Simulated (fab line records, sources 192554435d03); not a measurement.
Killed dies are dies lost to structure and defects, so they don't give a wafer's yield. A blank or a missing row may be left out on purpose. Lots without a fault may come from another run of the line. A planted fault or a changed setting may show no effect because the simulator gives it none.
A struck lot beside a sound one | flow n5_finfet | 43 steps out of a route of 1938
Sound: wafers L921.1, L921.4, L921.6. Struck: wafer L936.4. (L936.1, L936.6 of the same lot were not struck and are left out.) The cause comes at the end.
At each step with rows: each side's tool, then ch and its chambers, then its first start. Under that, the readings that differ: sound wafers | struck wafers | difference of the means | sigmas: that difference in standard deviations of wafers without a fault.
alike: readings whose means differ by less than 2 such deviations, and words and numbers that are the same on both sides. not compared: withheld readings, readings that some wafer has no value for, bounds like >300 that may hide the same value, and numbers for which the record gives no deviation and whose values overlap.
The two part at a step that has a row with sigmas, a row that says differs or no value, or rows on one side only. Numbers that don't overlap but have no deviation are shown without sigmas and don't part them. A reading that every wafer of one side lacks parts them only if that side has two wafers or more.

first, 8 steps without rows for these wafers: N5_BEOL_M2_COAT_68 (time 60 s, resist thk 12 nm); N5_BEOL_M2_COAT_76 (time 60 s, resist thk 5 nm); N5_BEOL_M2_COAT_22 (resist thk 30 nm); N5_BEOL_M2_EBR_24; N5_BEOL_M2_SOFTBAKE_23 (time 60 s); N5_BEOL_M2_EXPOSE_25 (exposes mask V1, defocus 5 nm); N5_BEOL_M2_PEB_26 (peb time 60 s); N5_BEOL_M2_DEVELOP_27 (develop time 30 s).
N5_BEOL_M2_CD_MEAS_28: target cd 26.2 nm, target cd y 24.1 nm.
  sound on cd_sem-01 ch 0, day 6 13:20; struck on cd_sem-01 ch 0, day 10 11:53
  alike: cd_nm
N5_BEOL_M2_OVL_MEAS_29:
  sound on overlay-01 ch 0, day 6 13:22; struck on overlay-01 ch 0, day 10 11:55
  alike: V1_OVL
N5_BEOL_M2_INSPECT_30: inspects for defects (brightfield).
  sound on defect_inspect-01, day 6 13:26; struck on defect_inspect-01, day 10 11:58
  alike: raw_defect_count
then, 1 step without rows for these wafers: N5_BEOL_M2_DESCUM_33 (chemistry O2, time 7 s).
N5_BEOL_M2_ETCH_77: etches underlayer in N2/H2, target depth 6.5 nm, time 5.2 s.
  sound on rie_diel-03 ch 0,1,3, day 6 13:30; struck on rie_diel-04 ch 3, day 10 12:02
  alike: chamber_pressure_mTorr, drypump_motor_current_A, etch_rf_on_time_s, oes_product_au, rf_vpp_V, showerhead_plenum_p_Torr, throttle_valve_pct
  not compared: rf_hours_counter_h
then, 9 steps without rows for these wafers: N5_BEOL_M2_ETCH_69 (etches SiARC in CF4, target depth 15.6 nm, time 26 s); N5_BEOL_M2_ALD_98 (deposits SiO2, target thk 2.5 nm, pulse time 1 s, co reactant pulse time 1 s); N5_BEOL_M2_ETCHBACK_99 (etches SiO2 in CHF3, target depth 5 nm, time 10.4 s); N5_BEOL_M2_ETCH_70 (etches SOC in N2/H2, target depth 80 nm, overetch 24 nm, time 130 s); N5_BEOL_M2_STRIP_71 (strips in N2/H2); N5_BEOL_M2_STRIP_78 (strips in N2/H2); N5_BEOL_M2_VIA_ETCH_34 (etches the open film in C4F6/O2, target depth 69.4 nm, time 65.9 s); N5_BEOL_M2_STRIP_83 (strips in C4F6/O2); N5_BEOL_M2_STRIP_36 (strips in N2/H2).
N5_BEOL_M2_TRENCH_ETCH_37: etches SiOC in C4F6/O2, target depth 55.555 nm, time 29.2 s.
  sound on rie_diel-03 ch 0,1; struck on rie_diel-03 ch 2
  reading            | sound             | struck | difference | sigmas
  mfc_ar_sccm (sccm) | 299.9 298.9 298.7 | 301.3  | +2.1       | +2
  alike: chamber_pressure_mTorr, drypump_motor_current_A, oes_product_au, rf_vpp_V, showerhead_plenum_p_Torr, throttle_valve_pct
  not compared: rf_hours_counter_h
then, 2 steps without rows for these wafers: N5_BEOL_M2_ETCH_41 (etches SiCN in CH3F/O2, target depth 29.9 nm, time 52.5 s); N5_BEOL_M2_STRIP_97 (strips in N2/H2, time 10 s).
N5_BEOL_M2_OCD_MEAS_38:
  sound on ocd-02, day 6 17:06; struck on ocd-01, day 10 16:08
  alike: trench_depth_nm
then, 4 steps without rows for these wafers: N5_BEOL_M2_HM_STRIP_39 (strips TiN in peroxide tin strip, target depth 25 nm, time 158 s); N5_BEOL_M2_SRD_40 (time 30 s); N5_BEOL_M2_PRECLEAN_42 (cleans in residue remover, time 60 s); N5_BEOL_M2_SRD_43 (time 30 s).
N5_BEOL_M2_CD_MEAS_35: target cd 18 nm, target cd y 22.2 nm.
  sound on cd_sem-01, day 6 17:15; struck on cd_sem-01, day 10 16:17
  alike: cd_nm
then, 2 steps without rows for these wafers: N5_BEOL_M2_DEGAS_44 (time 60 s); N5_BEOL_M2_PRE_CLEAN_45 (time 30 s).
N5_BEOL_M2_ALD_84: deposits TaN, pulse time 2 s, purge time 3 s, co reactant purge time 2 s.
  sound on ald_metal-01 ch 0,3, day 6 17:50; struck on ald_metal-01 ch 2, day 10 16:43
  alike: heater_power_w, precursor_vessel_temp_c
then, 4 steps without rows for these wafers: N5_BEOL_M2_SURFACE_TREAT_85; N5_BEOL_M2_CVD_47 (deposits Co from CCTBA/H2, target thk 3 nm, time 223.8 s); N5_BEOL_M2_SPUTTER_48 (material Cu, target thk 4.5 nm, time 8.29 s); N5_BEOL_M2_ANNEAL_49 (time 240 s).
N5_BEOL_M2_SPUTTER_79: material Cu, target thk 4.5 nm, time 8.29 s.
  sound on pvd_sputter-03, day 6 18:38; struck on pvd_sputter-02, day 10 17:35
  alike: throttle_valve_pct
N5_BEOL_M2_ANNEAL_80: time 240 s.
  sound on pvd_sputter-03, day 6 18:43; struck on pvd_sputter-02, day 10 17:40
  alike: heater_power_w
then, 1 step without rows for these wafers: N5_BEOL_M2_SPUTTER_81 (material Cu, target thk 4.5 nm, time 8.29 s).
N5_BEOL_M2_ANNEAL_82: time 240 s.
  sound on pvd_sputter-03, day 6 18:56; struck on pvd_sputter-02, day 10 17:53
  alike: heater_power_w
-- the record jumps here: 5 days lie between the struck wafers' starts before and after (it left off in module BEOL_M2 and takes up again in module PASSIVATION, whose first step shown is number 1936 of the route) --
N5_PASSIVATION_PROBE_49:
  sound on prober-01, day 12 01:27; struck on prober-02, day 15 21:07
  reading                  | sound          | struck | difference | sigmas
  defect_limited_yield (%) | 90.3 90.3 90.5 | 84.4   | -6.0       | -4
  killed_at_M0_to_M3       | 29 25 47       | 121    | +87        | +9
  killed_at_other          | 17 23 10       | 1      | -16        | -3
  killed_dies              | 115 115 112    | 184    | +70        | +4
  killed_on_rim            | 14 15 7        | 27     | +15        | +3
  sort_bin_5_function (%)  | 5.3 5.8 4.8    | 9.6    | +4.3       | +4
  sort_n_pass              | 1064 1065 1068 | 996    | -70        | -4
  sort_yield_pct (%)       | 90.2 90.3 90.5 | 84.4   | -5.9       | -4
  alike: killed_at_M4_up, killed_at_contacts, killed_at_front_end, killed_open, killed_short, sort_bin_4_leakage, sort_bin_6_memory, sort_bin_8_speed

WHERE THEY PART
First at N5_BEOL_M2_TRENCH_ETCH_37; last, within this record, at N5_PASSIVATION_PROBE_49.

WHY: what the simulator had put in
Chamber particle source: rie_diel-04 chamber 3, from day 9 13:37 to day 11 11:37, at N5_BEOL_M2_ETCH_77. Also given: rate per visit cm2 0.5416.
